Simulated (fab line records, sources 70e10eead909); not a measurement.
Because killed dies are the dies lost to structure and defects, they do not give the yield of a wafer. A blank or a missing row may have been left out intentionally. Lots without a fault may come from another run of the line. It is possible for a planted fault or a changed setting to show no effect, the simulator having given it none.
fab line records / flow nandHarc
record: lots: 14 wafers: 42 lastDay: 33
route steps=1302 shown P_M1@308 P_M2@318 END@1302
lots untouched by any fault: they come from a run of this same line in which no faults occurred
startH: hours from the record's opening day to when the first of the lot's shown wafers began / waitH: how many hours have passed since the lot's step before this one / " repeats the value in the row above / L1.1+2: one row covering several wafers at once / - no value, or no start was given / * or withheld: withheld / < > ~ a bound
route shown NAME@n: names a module that has steps shown in the file, with the first one's number in the route / usual: average and standard deviation across the fault-free wafers / same: alike in all rows / chamber/n: place in a boat / sites: readings site by site / _std_site: the standard deviation of these / _edge_site: outer sites' mean less inner sites' / radiusMm: for every site, how far away it sits from the centre of the wafer / mask NAME#n: copy n / behind: tool/chamber where the wafer was last shaped / hold: why the lot was held/for how many hours/how that ended / device: names the non-switching transistor (n, p or np) / end of line: tests of these same wafers at the route's end / for a step that has no rows: nothing shown but its recipe / killed: dies lost to structure and defects at the first sort, not the wafer's yield / map: dies across one wafer; x = killed, . = not, _ = none there
set.NAME: the setting as run; set.NAME@STEP: as run at that earlier step / model.NAME: the simulator's own value behind a step, which no gauge read
the route's steps for a sample of lots (tables are steps, rows are wafers)
services: from which hour (startH, from the record's first day; less than 0 if before it) a tool's chamber was out of use, for how many hours, and why
== steps ==
step: NHARC_P_M1_PVD_21
recipe: targetThkA: 300 chamberPressurePa: 5 powerW: 5000 substrateTempC: 30 timeS: 20.49 material: Cu
usual: chamberPressurePa: 5.001/0.0099 throttleValvePct: 29.9/1.3
lot.wafer=L144.4 tool=pvdSputter-02 chamber=- startH=- waitH=- chamberPressurePa=5.009 throttleValvePct=29.0
lot.wafer=L144.1 tool=pvdSputter-02 chamber=- startH=- waitH=- chamberPressurePa=4.999 throttleValvePct=28.9
lot.wafer=L144.6 tool=pvdSputter-02 chamber=- startH=- waitH=- chamberPressurePa=5.025 throttleValvePct=28.9
lot.wafer=L145.2 tool=pvdSputter-03 chamber=- startH=- waitH=- chamberPressurePa=5.007 throttleValvePct=30.6
lot.wafer=L145.6 tool=pvdSputter-03 chamber=- startH=- waitH=- chamberPressurePa=5.019 throttleValvePct=29.7
lot.wafer=L145.5 tool=pvdSputter-03 chamber=- startH=- waitH=- chamberPressurePa=5.005 throttleValvePct=30.7
lot.wafer=L146.2 tool=pvdSputter-03 chamber=- startH=- waitH=- chamberPressurePa=4.994 throttleValvePct=30.8
lot.wafer=L146.5 tool=pvdSputter-03 chamber=- startH=- waitH=- chamberPressurePa=5.011 throttleValvePct=30.3
lot.wafer=L146.6 tool=pvdSputter-03 chamber=- startH=- waitH=- chamberPressurePa=5.008 throttleValvePct=28.8
lot.wafer=L147.4 tool=pvdSputter-01 chamber=- startH=- waitH=- chamberPressurePa=5.005 throttleValvePct=31.7
lot.wafer=L147.2 tool=pvdSputter-01 chamber=- startH=- waitH=- chamberPressurePa=5.001 throttleValvePct=30.4
lot.wafer=L147.6 tool=pvdSputter-01 chamber=- startH=- waitH=- chamberPressurePa=5.001 throttleValvePct=30.0
lot.wafer=L148.3 tool=pvdSputter-01 chamber=- startH=- waitH=- chamberPressurePa=5.012 throttleValvePct=30.1
lot.wafer=L148.4 tool=pvdSputter-01 chamber=- startH=- waitH=- chamberPressurePa=5.000 throttleValvePct=31.6
lot.wafer=L148.6 tool=pvdSputter-01 chamber=- startH=- waitH=- chamberPressurePa=5.019 throttleValvePct=30.4
lot.wafer=L149.3 tool=pvdSputter-01 chamber=- startH=- waitH=- chamberPressurePa=5.005 throttleValvePct=30.0
lot.wafer=L149.2 tool=pvdSputter-01 chamber=- startH=- waitH=- chamberPressurePa=5.006 throttleValvePct=30.5
lot.wafer=L149.1 tool=pvdSputter-01 chamber=- startH=- waitH=- chamberPressurePa=5.000 throttleValvePct=31.5
lot.wafer=L151.2 tool=pvdSputter-01 chamber=- startH=- waitH=- chamberPressurePa=5.014 throttleValvePct=30.2
lot.wafer=L151.3 tool=pvdSputter-01 chamber=- startH=- waitH=- chamberPressurePa=4.990 throttleValvePct=29.9
lot.wafer=L151.5 tool=pvdSputter-01 chamber=- startH=- waitH=- chamberPressurePa=5.003 throttleValvePct=30.3
lot.wafer=L152.1 tool=pvdSputter-02 chamber=- startH=- waitH=- chamberPressurePa=4.989 throttleValvePct=28.2
lot.wafer=L152.2 tool=pvdSputter-02 chamber=- startH=- waitH=- chamberPressurePa=5.001 throttleValvePct=28.6
lot.wafer=L152.5 tool=pvdSputter-02 chamber=- startH=- waitH=- chamberPressurePa=5.006 throttleValvePct=28.9
lot.wafer=L153.2 tool=pvdSputter-02 chamber=- startH=- waitH=- chamberPressurePa=4.996 throttleValvePct=28.0
lot.wafer=L153.4 tool=pvdSputter-02 chamber=- startH=- waitH=- chamberPressurePa=4.997 throttleValvePct=29.0
lot.wafer=L153.5 tool=pvdSputter-02 chamber=- startH=- waitH=- chamberPressurePa=4.999 throttleValvePct=28.8
lot.wafer=L154.1 tool=pvdSputter-02 chamber=- startH=- waitH=- chamberPressurePa=5.012 throttleValvePct=28.9
lot.wafer=L154.3 tool=pvdSputter-02 chamber=- startH=- waitH=- chamberPressurePa=4.988 throttleValvePct=29.0
lot.wafer=L154.6 tool=pvdSputter-02 chamber=- startH=- waitH=- chamberPressurePa=4.989 throttleValvePct=28.8
lot.wafer=L155.4 tool=pvdSputter-01 chamber=- startH=- waitH=- chamberPressurePa=4.991 throttleValvePct=31.6
lot.wafer=L155.2 tool=pvdSputter-01 chamber=- startH=- waitH=- chamberPressurePa=4.997 throttleValvePct=30.6
lot.wafer=L155.1 tool=pvdSputter-01 chamber=- startH=- waitH=- chamberPressurePa=5.001 throttleValvePct=31.9
lot.wafer=L156.3 tool=pvdSputter-01 chamber=- startH=- waitH=- chamberPressurePa=4.979 throttleValvePct=29.4
lot.wafer=L156.4 tool=pvdSputter-01 chamber=- startH=- waitH=- chamberPressurePa=5.003 throttleValvePct=30.4
lot.wafer=L156.1 tool=pvdSputter-01 chamber=- startH=- waitH=- chamberPressurePa=5.010 throttleValvePct=31.8
lot.wafer=L160.2 tool=pvdSputter-03 chamber=- startH=- waitH=- chamberPressurePa=4.977 throttleValvePct=31.3
lot.wafer=L160.3 tool=pvdSputter-03 chamber=- startH=- waitH=- chamberPressurePa=5.001 throttleValvePct=29.1
lot.wafer=L160.6 tool=pvdSputter-03 chamber=- startH=- waitH=- chamberPressurePa=4.996 throttleValvePct=29.0
lot.wafer=L167.1 tool=pvdSputter-02 chamber=- startH=- waitH=- chamberPressurePa=5.012 throttleValvePct=30.3
lot.wafer=L167.2 tool=pvdSputter-02 chamber=- startH=- waitH=- chamberPressurePa=5.005 throttleValvePct=28.7
lot.wafer=L167.5 tool=pvdSputter-02 chamber=- startH=- waitH=- chamberPressurePa=5.003 throttleValvePct=28.6
step: NHARC_P_M1_INSPECT_27
usual: rawDefectCount: 307/95
lot.wafer=L144.1 tool=defectInspect-02 chamber=- startH=139.36 waitH=0.0 rawDefectCount=418
lot.wafer=L144.4 tool=defectInspect-02 chamber=- startH=139.36 waitH=0.0 rawDefectCount=371
lot.wafer=L144.6 tool=defectInspect-02 chamber=- startH=139.36 waitH=0.0 rawDefectCount=250
lot.wafer=L145.2 tool=defectInspect-01 chamber=- startH=144.33 waitH=0.0 rawDefectCount=327
lot.wafer=L145.5 tool=defectInspect-01 chamber=- startH=144.33 waitH=0.0 rawDefectCount=261
lot.wafer=L145.6 tool=defectInspect-01 chamber=- startH=144.33 waitH=0.0 rawDefectCount=279
lot.wafer=L146.2 tool=defectInspect-02 chamber=- startH=157.62 waitH=0.0 rawDefectCount=297
lot.wafer=L146.5 tool=defectInspect-02 chamber=- startH=157.62 waitH=0.0 rawDefectCount=252
lot.wafer=L146.6 tool=defectInspect-02 chamber=- startH=157.62 waitH=0.0 rawDefectCount=248
lot.wafer=L147.2 tool=defectInspect-01 chamber=- startH=164.86 waitH=0.0 rawDefectCount=331
lot.wafer=L147.4 tool=defectInspect-01 chamber=- startH=164.86 waitH=0.0 rawDefectCount=192
lot.wafer=L147.6 tool=defectInspect-01 chamber=- startH=164.86 waitH=0.0 rawDefectCount=342
lot.wafer=L148.3 tool=defectInspect-01 chamber=- startH=176.19 waitH=0.0 rawDefectCount=369
lot.wafer=L148.4 tool=defectInspect-01 chamber=- startH=176.19 waitH=0.0 rawDefectCount=210
lot.wafer=L148.6 tool=defectInspect-01 chamber=- startH=176.19 waitH=0.0 rawDefectCount=257
lot.wafer=L149.1 tool=defectInspect-01 chamber=- startH=177.26 waitH=0.0 rawDefectCount=348
lot.wafer=L149.2 tool=defectInspect-01 chamber=- startH=177.26 waitH=0.0 rawDefectCount=206
lot.wafer=L149.3 tool=defectInspect-01 chamber=- startH=177.26 waitH=0.0 rawDefectCount=268
lot.wafer=L151.2 tool=defectInspect-02 chamber=- startH=203.84 waitH=0.0 rawDefectCount=168
lot.wafer=L151.3 tool=defectInspect-02 chamber=- startH=203.84 waitH=0.0 rawDefectCount=228
lot.wafer=L151.5 tool=defectInspect-02 chamber=- startH=203.84 waitH=0.0 rawDefectCount=196
lot.wafer=L152.1 tool=defectInspect-01 chamber=- startH=206.14 waitH=0.0 rawDefectCount=277
lot.wafer=L152.2 tool=defectInspect-01 chamber=- startH=206.14 waitH=0.0 rawDefectCount=211
lot.wafer=L152.5 tool=defectInspect-01 chamber=- startH=206.14 waitH=0.0 rawDefectCount=237
lot.wafer=L153.2 tool=defectInspect-02 chamber=- startH=226.73 waitH=0.0 rawDefectCount=274
lot.wafer=L153.4 tool=defectInspect-02 chamber=- startH=226.73 waitH=0.0 rawDefectCount=270
lot.wafer=L153.5 tool=defectInspect-02 chamber=- startH=226.73 waitH=0.0 rawDefectCount=187
lot.wafer=L154.1 tool=defectInspect-01 chamber=- startH=230.18 waitH=0.0 rawDefectCount=331
lot.wafer=L154.3 tool=defectInspect-01 chamber=- startH=230.18 waitH=0.0 rawDefectCount=313
lot.wafer=L154.6 tool=defectInspect-01 chamber=- startH=230.18 waitH=0.0 rawDefectCount=415
lot.wafer=L155.1 tool=defectInspect-02 chamber=- startH=243.12 waitH=0.0 rawDefectCount=271
lot.wafer=L155.2 tool=defectInspect-02 chamber=- startH=243.12 waitH=0.0 rawDefectCount=236
lot.wafer=L155.4 tool=defectInspect-02 chamber=- startH=243.12 waitH=0.0 rawDefectCount=190
lot.wafer=L156.1 tool=defectInspect-02 chamber=- startH=246.80 waitH=0.0 rawDefectCount=334
lot.wafer=L156.3 tool=defectInspect-02 chamber=- startH=246.80 waitH=0.0 rawDefectCount=355
lot.wafer=L156.4 tool=defectInspect-02 chamber=- startH=246.80 waitH=0.0 rawDefectCount=248
lot.wafer=L160.2 tool=defectInspect-01 chamber=- startH=305.26 waitH=0.0 rawDefectCount=192
lot.wafer=L160.3 tool=defectInspect-01 chamber=- startH=305.26 waitH=0.0 rawDefectCount=337
lot.wafer=L160.6 tool=defectInspect-01 chamber=- startH=305.26 waitH=0.0 rawDefectCount=270
lot.wafer=L167.1 tool=defectInspect-01 chamber=- startH=358.34 waitH=0.0 rawDefectCount=329
lot.wafer=L167.2 tool=defectInspect-01 chamber=- startH=358.34 waitH=0.0 rawDefectCount=212
lot.wafer=L167.5 tool=defectInspect-01 chamber=- startH=358.34 waitH=0.0 rawDefectCount=299
step: NHARC_P_M2_DEP_00
recipe: targetThkA: 1825 targetThkNm: 182.5 tempC: withheld pressureTorr: 5 flowSccm: 200 rfW: 600 material: SiOC
usual: chamberPressureTorr: 4.999/0.012
lot.wafer=L144.1 tool=pecvd-02 chamber=1 startH=139.89 waitH=- chamberPressureTorr=5.023
lot.wafer=L144.6 tool=pecvd-02 chamber=1 startH=139.89 waitH=- chamberPressureTorr=4.989
lot.wafer=L144.4 tool=pecvd-02 chamber=0 startH=139.89 waitH=- chamberPressureTorr=4.995
lot.wafer=L145.2 tool=pecvd-02 chamber=2 startH=144.98 waitH=- chamberPressureTorr=5.005
lot.wafer=L145.5 tool=pecvd-02 chamber=1 startH=144.98 waitH=- chamberPressureTorr=5.006
lot.wafer=L145.6 tool=pecvd-02 chamber=2 startH=144.98 waitH=- chamberPressureTorr=5.002
lot.wafer=L146.2 tool=pecvd-03 chamber=0 startH=158.23 waitH=- chamberPressureTorr=4.985
lot.wafer=L146.6 tool=pecvd-03 chamber=2 startH=158.23 waitH=- chamberPressureTorr=5.012
lot.wafer=L146.5 tool=pecvd-03 chamber=0 startH=158.23 waitH=- chamberPressureTorr=4.998
lot.wafer=L147.2 tool=pecvd-01 chamber=1 startH=165.52 waitH=- chamberPressureTorr=4.996
lot.wafer=L147.4 tool=pecvd-01 chamber=0 startH=165.52 waitH=- chamberPressureTorr=4.999
lot.wafer=L147.6 tool=pecvd-01 chamber=1 startH=165.52 waitH=- chamberPressureTorr=5.011
lot.wafer=L148.3 tool=pecvd-02 chamber=0 startH=176.75 waitH=- chamberPressureTorr=4.996
lot.wafer=L148.6 tool=pecvd-02 chamber=0 startH=176.75 waitH=- chamberPressureTorr=5.006
lot.wafer=L148.4 tool=pecvd-02 chamber=2 startH=176.75 waitH=- chamberPressureTorr=5.002
lot.wafer=L149.3 tool=pecvd-03 chamber=1 startH=177.82 waitH=- chamberPressureTorr=5.000
lot.wafer=L149.1 tool=pecvd-03 chamber=2 startH=177.82 waitH=- chamberPressureTorr=4.972
lot.wafer=L149.2 tool=pecvd-03 chamber=0 startH=177.82 waitH=- chamberPressureTorr=4.982
lot.wafer=L151.2 tool=pecvd-01 chamber=0 startH=204.37 waitH=- chamberPressureTorr=5.016
lot.wafer=L151.3 tool=pecvd-01 chamber=2 startH=204.37 waitH=- chamberPressureTorr=4.990
lot.wafer=L151.5 tool=pecvd-01 chamber=2 startH=204.37 waitH=- chamberPressureTorr=5.011
lot.wafer=L152.1 tool=pecvd-02 chamber=0 startH=206.75 waitH=- chamberPressureTorr=5.004
lot.wafer=L152.2 tool=pecvd-02 chamber=1 startH=206.75 waitH=- chamberPressureTorr=4.993
lot.wafer=L152.5 tool=pecvd-02 chamber=2 startH=206.75 waitH=- chamberPressureTorr=5.002
lot.wafer=L153.2 tool=pecvd-03 chamber=1 startH=227.45 waitH=- chamberPressureTorr=5.001
lot.wafer=L153.5 tool=pecvd-03 chamber=0 startH=227.45 waitH=- chamberPressureTorr=4.988
lot.wafer=L153.4 tool=pecvd-03 chamber=2 startH=227.45 waitH=- chamberPressureTorr=5.005
lot.wafer=L154.3 tool=pecvd-03 chamber=2 startH=230.96 waitH=0.4 chamberPressureTorr=4.986
lot.wafer=L154.1 tool=pecvd-03 chamber=0 startH=230.96 waitH=0.4 chamberPressureTorr=4.997
lot.wafer=L154.6 tool=pecvd-03 chamber=0 startH=230.96 waitH=0.4 chamberPressureTorr=4.992
lot.wafer=L155.2 tool=pecvd-03 chamber=2 startH=243.65 waitH=- chamberPressureTorr=4.998
lot.wafer=L155.1 tool=pecvd-03 chamber=1 startH=243.65 waitH=- chamberPressureTorr=5.008
lot.wafer=L155.4 tool=pecvd-03 chamber=2 startH=243.65 waitH=- chamberPressureTorr=5.005
lot.wafer=L156.1 tool=pecvd-01 chamber=2 startH=247.50 waitH=0.5 chamberPressureTorr=4.999
lot.wafer=L156.3 tool=pecvd-01 chamber=2 startH=247.50 waitH=0.5 chamberPressureTorr=4.999
lot.wafer=L156.4 tool=pecvd-01 chamber=0 startH=247.50 waitH=0.5 chamberPressureTorr=4.987
lot.wafer=L156.1 tool=pecvd-01 chamber=2 startH=248.21 waitH=0.6 chamberPressureTorr=5.011
lot.wafer=L156.3 tool=pecvd-01 chamber=2 startH=248.21 waitH=0.6 chamberPressureTorr=5.000
lot.wafer=L156.4 tool=pecvd-01 chamber=0 startH=248.21 waitH=0.6 chamberPressureTorr=5.002
lot.wafer=L160.3 tool=pecvd-03 chamber=1 startH=306.00 waitH=0.3 chamberPressureTorr=5.018
lot.wafer=L160.2 tool=pecvd-03 chamber=0 startH=306.00 waitH=0.3 chamberPressureTorr=4.998
lot.wafer=L160.6 tool=pecvd-03 chamber=0 startH=306.00 waitH=0.3 chamberPressureTorr=5.013
lot.wafer=L160.3 tool=pecvd-03 chamber=1 startH=306.86 waitH=- chamberPressureTorr=5.001
lot.wafer=L160.2 tool=pecvd-03 chamber=0 startH=306.86 waitH=- chamberPressureTorr=5.000
lot.wafer=L160.6 tool=pecvd-03 chamber=0 startH=306.86 waitH=- chamberPressureTorr=5.016
lot.wafer=L167.2 tool=pecvd-02 chamber=2 startH=359.17 waitH=0.5 chamberPressureTorr=5.019
lot.wafer=L167.1 tool=pecvd-02 chamber=1 startH=359.17 waitH=0.5 chamberPressureTorr=5.007
lot.wafer=L167.5 tool=pecvd-02 chamber=1 startH=359.17 waitH=0.5 chamberPressureTorr=4.997
step: NHARC_P_M2_CD_MEAS_09
recipe: targetCdNm: 170 landingEnergyEv: 500
usual: cdNm: 169.9/0.97
same: landingEnergyEv: 500
lot.wafer=L144.1 tool=cdSem-01 chamber=0 startH=140.60 waitH=- cdNm=171.6
lot.wafer=L144.4 tool=cdSem-01 chamber=0 startH=140.60 waitH=- cdNm=170.0
lot.wafer=L144.6 tool=cdSem-01 chamber=0 startH=140.60 waitH=- cdNm=169.5
lot.wafer=L145.2 tool=cdSem-03 chamber=0 startH=145.73 waitH=- cdNm=169.6
lot.wafer=L145.5 tool=cdSem-03 chamber=0 startH=145.73 waitH=- cdNm=169.9
lot.wafer=L145.6 tool=cdSem-03 chamber=0 startH=145.73 waitH=- cdNm=170.4
lot.wafer=L146.2 tool=cdSem-03 chamber=0 startH=158.90 waitH=- cdNm=169.5
lot.wafer=L146.5 tool=cdSem-03 chamber=0 startH=158.90 waitH=- cdNm=170.2
lot.wafer=L146.6 tool=cdSem-03 chamber=0 startH=158.90 waitH=- cdNm=170.9
lot.wafer=L147.2 tool=cdSem-03 chamber=0 startH=166.14 waitH=- cdNm=168.8
lot.wafer=L147.4 tool=cdSem-03 chamber=0 startH=166.14 waitH=- cdNm=167.9
lot.wafer=L147.6 tool=cdSem-03 chamber=0 startH=166.14 waitH=- cdNm=169.0
lot.wafer=L148.3 tool=cdSem-03 chamber=0 startH=177.46 waitH=- cdNm=171.7
lot.wafer=L148.4 tool=cdSem-03 chamber=0 startH=177.46 waitH=- cdNm=170.1
lot.wafer=L148.6 tool=cdSem-03 chamber=0 startH=177.46 waitH=- cdNm=170.7
lot.wafer=L149.1 tool=cdSem-03 chamber=0 startH=178.52 waitH=- cdNm=171.0
lot.wafer=L149.2 tool=cdSem-03 chamber=0 startH=178.52 waitH=- cdNm=170.1
lot.wafer=L149.3 tool=cdSem-03 chamber=0 startH=178.52 waitH=- cdNm=171.2
lot.wafer=L151.2 tool=cdSem-03 chamber=0 startH=205.21 waitH=- cdNm=170.3
lot.wafer=L151.3 tool=cdSem-03 chamber=0 startH=205.21 waitH=- cdNm=169.2
lot.wafer=L151.5 tool=cdSem-03 chamber=0 startH=205.21 waitH=- cdNm=170.2
lot.wafer=L152.1 tool=cdSem-01 chamber=0 startH=207.41 waitH=- cdNm=169.8
lot.wafer=L152.2 tool=cdSem-01 chamber=0 startH=207.41 waitH=- cdNm=171.2
lot.wafer=L152.5 tool=cdSem-01 chamber=0 startH=207.41 waitH=- cdNm=170.9
lot.wafer=L153.2 tool=cdSem-01 chamber=0 startH=228.25 waitH=- cdNm=168.3
lot.wafer=L153.4 tool=cdSem-01 chamber=0 startH=228.25 waitH=- cdNm=168.2
lot.wafer=L153.5 tool=cdSem-01 chamber=0 startH=228.25 waitH=- cdNm=168.5
lot.wafer=L154.1 tool=cdSem-03 chamber=0 startH=231.62 waitH=- cdNm=168.6
lot.wafer=L154.3 tool=cdSem-03 chamber=0 startH=231.62 waitH=- cdNm=169.5
lot.wafer=L154.6 tool=cdSem-03 chamber=0 startH=231.62 waitH=- cdNm=169.8
lot.wafer=L155.1 tool=cdSem-02 chamber=0 startH=244.48 waitH=- cdNm=169.6
lot.wafer=L155.2 tool=cdSem-02 chamber=0 startH=244.48 waitH=- cdNm=170.0
lot.wafer=L155.4 tool=cdSem-02 chamber=0 startH=244.48 waitH=- cdNm=169.1
lot.wafer=L156.1 tool=cdSem-01 chamber=0 startH=249.15 waitH=- cdNm=169.8
lot.wafer=L156.3 tool=cdSem-01 chamber=0 startH=249.15 waitH=- cdNm=168.3
lot.wafer=L156.4 tool=cdSem-01 chamber=0 startH=249.15 waitH=- cdNm=170.2
lot.wafer=L160.2 tool=cdSem-03 chamber=0 startH=307.67 waitH=- cdNm=171.0
lot.wafer=L160.3 tool=cdSem-03 chamber=0 startH=307.67 waitH=- cdNm=170.8
lot.wafer=L160.6 tool=cdSem-03 chamber=0 startH=307.67 waitH=- cdNm=169.2
lot.wafer=L167.1 tool=cdSem-01 chamber=0 startH=360.01 waitH=- cdNm=169.3
lot.wafer=L167.2 tool=cdSem-01 chamber=0 startH=360.01 waitH=- cdNm=171.1
lot.wafer=L167.5 tool=cdSem-01 chamber=0 startH=360.01 waitH=- cdNm=169.7
step: NHARC_END_SORT_01
recipe: tempC: 25
usual: defectLimitedYield: 90/3.4 killedAtArray: 61/24 killedAtOther: 1.2/1.3 killedAtPeriphery: 3.7/2.6 killedDies: 66/23 killedOpen: 3.3/1.8 killedShort: 2.4/1.6
same: grossDies: 677
lot.wafer=L156.1 tool=prober-02 chamber=0 startH=679.34 waitH=2.5 defectLimitedYield[%]=0 killedAtArray=66 killedAtOther=1 killedAtPeriphery=610 killedDies=677 killedOpen=3 killedShort=1
lot.wafer=L156.3 tool=prober-02 chamber=0 startH=680.96 waitH=3.1 defectLimitedYield[%]=0 killedAtArray=75 killedAtOther=2 killedAtPeriphery=600 killedDies=677 killedOpen=6 killedShort=2
lot.wafer=L156.4 tool=prober-02 chamber=0 startH=681.77 waitH=3.4 defectLimitedYield[%]=0 killedAtArray=65 killedAtOther=2 killedAtPeriphery=610 killedDies=677 killedOpen=5 killedShort=2
lot.wafer=L160.2 tool=prober-02 chamber=0 startH=750.81 waitH=2.8 defectLimitedYield[%]=0 killedAtArray=70 killedAtOther=0 killedAtPeriphery=607 killedDies=677 killedOpen=3 killedShort=0
lot.wafer=L160.3 tool=prober-02 chamber=0 startH=751.63 waitH=3.1 defectLimitedYield[%]=0 killedAtArray=76 killedAtOther=1 killedAtPeriphery=600 killedDies=677 killedOpen=4 killedShort=2
lot.wafer=L160.6 tool=prober-02 chamber=0 startH=754.08 waitH=4.1 defectLimitedYield[%]=0 killedAtArray=75 killedAtOther=0 killedAtPeriphery=602 killedDies=677 killedOpen=0 killedShort=5
killed by level:class
L156.1 P_M2:areaDep=608 A_CHANNEL_HOLE_D1:chamberFilmFlake=29 A_CHANNEL_HOLE_D2:chamberFilmFlake=18 A_STAIRCASE:chamberFilmFlake=7 A_CONTACT:chamberFilmFlake=5 A_SLIT:chamberFilmFlake=2 P_M0:geometricParticle:open=1 A_CHANNEL_HOLE_D2:geometricParticle:short=1
L156.3 P_M2:areaDep=599 A_CHANNEL_HOLE_D1:chamberFilmFlake=33 A_CHANNEL_HOLE_D2:chamberFilmFlake=19 A_STAIRCASE:chamberFilmFlake=10 A_CHANNEL_HOLE_D1:geometricParticle:open=2 A_CHANNEL_FILL_D1:geometricParticle:short=2 A_CONTACT:chamberFilmFlake=2 A_SLIT:chamberFilmFlake=2
L156.4 P_M2:areaDep=607 A_CHANNEL_HOLE_D1:chamberFilmFlake=36 A_CHANNEL_HOLE_D2:chamberFilmFlake=11 A_STAIRCASE:chamberFilmFlake=6 A_SLIT:chamberFilmFlake=3 A_M0:geometricParticle:open=2 P_ZERO_WELL:chamberFilmFlake=2 A_CONTACT:chamberFilmFlake=2
L160.2 P_M2:areaDep=604 A_CHANNEL_HOLE_D1:chamberFilmFlake=32 A_CHANNEL_HOLE_D2:chamberFilmFlake=28 A_SLIT:chamberFilmFlake=6 P_CONTACT:geometricParticle:open=2 A_BONDPAD:chamberFilmFlake=2 A_ONON_D1:geometricParticle:open=1 P_M2:chamberFilmFlake=1
L160.3 P_M2:areaDep=595 A_CHANNEL_HOLE_D2:chamberFilmFlake=31 A_CHANNEL_HOLE_D1:chamberFilmFlake=29 A_SLIT:chamberFilmFlake=6 P_M2:chamberFilmFlake=2 A_STAIRCASE:chamberFilmFlake=2 A_CONTACT:chamberFilmFlake=2 P_GATE:geometricParticle:open=1
L160.6 P_M2:areaDep=596 A_CHANNEL_HOLE_D1:chamberFilmFlake=32 A_CHANNEL_HOLE_D2:chamberFilmFlake=28 A_SLIT:chamberFilmFlake=4 P_M2:chamberFilmFlake=3 P_STI:chamberFilmFlake=2 A_CONTACT:chamberFilmFlake=2 A_BONDPAD:chamberFilmFlake=2
== services ==
tool=pecvd-01 chamber=- startH=130.08 hours=13.0 kind=pm
tool=pvdSputter-01 chamber=- startH=134.84 hours=7.9 kind=repair
tool=pvdSputter-03 chamber=- startH=143.54 hours=5.3 kind=repair
tool=pvdSputter-03 chamber=- startH=170.03 hours=10.0 kind=pm
tool=pecvd-03 chamber=- startH=185.05 hours=13.0 kind=pm
tool=pecvd-03 chamber=0 startH=185.05 hours=13.0 kind=ventCycle
tool=pecvd-03 chamber=1 startH=185.05 hours=13.0 kind=ventCycle
tool=pecvd-03 chamber=2 startH=185.05 hours=13.0 kind=ventCycle
tool=pecvd-01 chamber=2 startH=195.37 hours=4.4 kind=repair
tool=pecvd-01 chamber=2 startH=211.66 hours=7.9 kind=repair
tool=pecvd-01 chamber=- startH=214.50 hours=0.7 kind=repair
tool=pecvd-01 chamber=1 startH=221.56 hours=54.0 kind=repair
tool=pvdSputter-03 chamber=- startH=223.56 hours=3.3 kind=repair
tool=pvdSputter-01 chamber=- startH=226.02 hours=10.0 kind=pm
tool=pecvd-02 chamber=- startH=227.13 hours=13.0 kind=pm
tool=pecvd-01 chamber=2 startH=260.26 hours=167.5 kind=repair
tool=pecvd-01 chamber=- startH=276.26 hours=1.3 kind=repair
tool=pecvd-01 chamber=1 startH=278.56 hours=8.9 kind=repair
tool=pvdSputter-02 chamber=- startH=282.00 hours=10.0 kind=pm
tool=pecvd-01 chamber=- startH=311.14 hours=13.0 kind=pm
tool=pvdSputter-02 chamber=- startH=320.24 hours=2.9 kind=repair
tool=pecvd-01 chamber=- startH=335.16 hours=6.4 kind=repair
tool=pvdSputter-01 chamber=- startH=342.37 hours=5.3 kind=repair
tool=pvdSputter-03 chamber=- startH=348.03 hours=10.0 kind=pm
== key ==
firstSign: step: NHARC_P_M2_DEP_00 reading: visit direction: added
effect: step: NHARC_END_SORT_01 reading: killedAtPeriphery direction: up sigmas: 99+ usual: 3.7 struck: 604.8
moreKillsBornAt: NHARC_P_M2_DEP_00@pecvd-01: 1814 NHARC_P_M2_DEP_00@pecvd-03: 1795
metAt NHARC_P_M2_DEP_00
struckLots L156,L160
laterRowsLeftOut L156.1,L156.3,L156.4,L160.2,L160.3,L160.6
notActingAt NHARC_P_M1_PVD_21,NHARC_P_M1_INSPECT_27,NHARC_P_M2_CD_MEAS_09
fault: kind: repeatedStepWhole tool: pecvd-01,pecvd-02,pecvd-03 chamber: - onsetH: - steps: NHARC_P_M2_DEP_00 times: 1 scope: struckLotsOnly
laterRowsLeftOut: the simulator's readings of these wafers behind a module that went badly wrong aren't trusted and aren't shown, but for the sort
